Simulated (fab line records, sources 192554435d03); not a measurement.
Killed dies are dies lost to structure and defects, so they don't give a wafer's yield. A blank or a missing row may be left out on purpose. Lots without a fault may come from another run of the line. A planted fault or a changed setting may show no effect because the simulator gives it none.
Chamber matching | flow n5_finfet | N5_FIN_SAQP_MANDREL2_REMOVE_60 on rie_si-01: 4 sister chambers
The step chemistry HBr/Cl2/O2, target a-Si, stops on SiNx, bt time 10 s. 4 wafers are shown with their chamber, then 7 later ones without.

WAFERS WITH THEIR CHAMBER
wafer  | chamber | throttle_valve_pct (%)
L078.4 | 2       | 36.52
L084.2 | 3       | 37.28
L085.2 | 1       | 37.21
L085.3 | 0       | 36.59

WAFERS WITHOUT THEIR CHAMBER
wafer  | throttle_valve_pct (%)
L085.6 | 37.22
L088.2 | 36.60
L088.3 | 37.27
L088.5 | 36.59
L092.3 | 37.22
L092.4 | 36.51
L092.6 | 36.61

WHICH CHAMBER EACH WENT THROUGH
wafer  | from the rows above | in truth
L085.6 | 1                   | 1
L088.2 | 0                   | 0
L088.3 | 3                   | 3
L088.5 | 0                   | 0
L092.3 | 1                   | 1
L092.4 | 2                   | 2
L092.6 | 0                   | 0
Placed correctly: 7 of 7. Can't be placed from these rows: 0. Placed wrongly: 0.
How it was worked out, from the rows above alone: a wafer's distance from a chamber is the root of the sum, over the readings, of the square of ((its reading less the chamber's mean) divided by the reading's scatter). The wafer belongs to the nearest chamber; if the next one is less than 2 further off, it can't be placed. A chamber's mean is the mean of its shown wafers. The scatter: with one shown wafer a chamber, the root of the mean of the squares of how far each hidden wafer lies from its nearest shown one.
